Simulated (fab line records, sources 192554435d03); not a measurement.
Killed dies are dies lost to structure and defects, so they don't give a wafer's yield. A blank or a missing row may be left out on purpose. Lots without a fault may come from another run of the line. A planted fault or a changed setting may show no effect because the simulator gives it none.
Chamber matching | flow n5_finfet | N5_BEOL_M10_ALD_74 on ald_metal-02: 3 sister chambers
The step deposits TaN, target thk 2 nm, pulse time 2 s, purge time 3 s. 14 wafers are shown with their chamber, then 5 later ones without.

WAFERS WITH THEIR CHAMBER
wafer  | chamber | heater_power_w (W) | precursor_vessel_carrier_sccm (sccm)
L076.1 | 0       | 403                | 1000.5
L076.4 | 2       | 372                | 997.6
L076.5 | 0       | 406                | 998.6
L078.1 | 1       | 412                | 998.5
L078.2 | 2       | 383                | 1003.8
L078.3 | 0       | 404                | 998.0
L079.2 | 2       | 376                | 1000.5
L079.4 | 1       | 422                | 995.9
L079.6 | 2       | 374                | 998.5
L082.4 | 0       | 417                | 998.9
L082.5 | 1       | 429                | 998.1
L082.6 | 2       | 374                | 1000.9
L088.2 | 2       | 373                | 1000.7
L088.5 | 0       | 412                | 1003.0

SIGNATURES (means of the wafers above)
reading                       | chamber 0 | chamber 1 | chamber 2 | scatter within a chamber
heater_power_w                | 408.40    | 421.00    | 375.33    | 5.77
precursor_vessel_carrier_sccm | 999.800   | 997.500   | 1000.333  | 1.99
Rule: a wafer's distance from a chamber is the root of the sum, over the readings, of the square of ((its reading less the chamber's mean) divided by the reading's scatter). The wafer belongs to the nearest chamber; if the next one is less than 2 further off, it can't be placed. The scatter: the root of (the sum of the squares of (reading less its chamber's mean) over the shown wafers, divided by (wafers less chambers)).

WAFERS WITHOUT THEIR CHAMBER
wafer  | heater_power_w (W) | precursor_vessel_carrier_sccm (sccm)
L091.3 | 375                | 1000.0
L091.4 | 408                | 1000.9
L091.6 | 410                | 999.4
L092.4 | 417                | 999.9
L092.5 | 379                | 1000.3

WHICH CHAMBER EACH WENT THROUGH
wafer  | from the rows above     | in truth
L091.3 | 2                       | 2
L091.4 | 0                       | 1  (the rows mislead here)
L091.6 | can't be placed: 0 or 1 | 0
L092.4 | can't be placed: 1 or 0 | 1
L092.5 | 2                       | 2
Placed correctly: 2 of 5. Can't be placed from these rows: 2 (the true chamber is among the candidates in 2). Placed wrongly: 1.
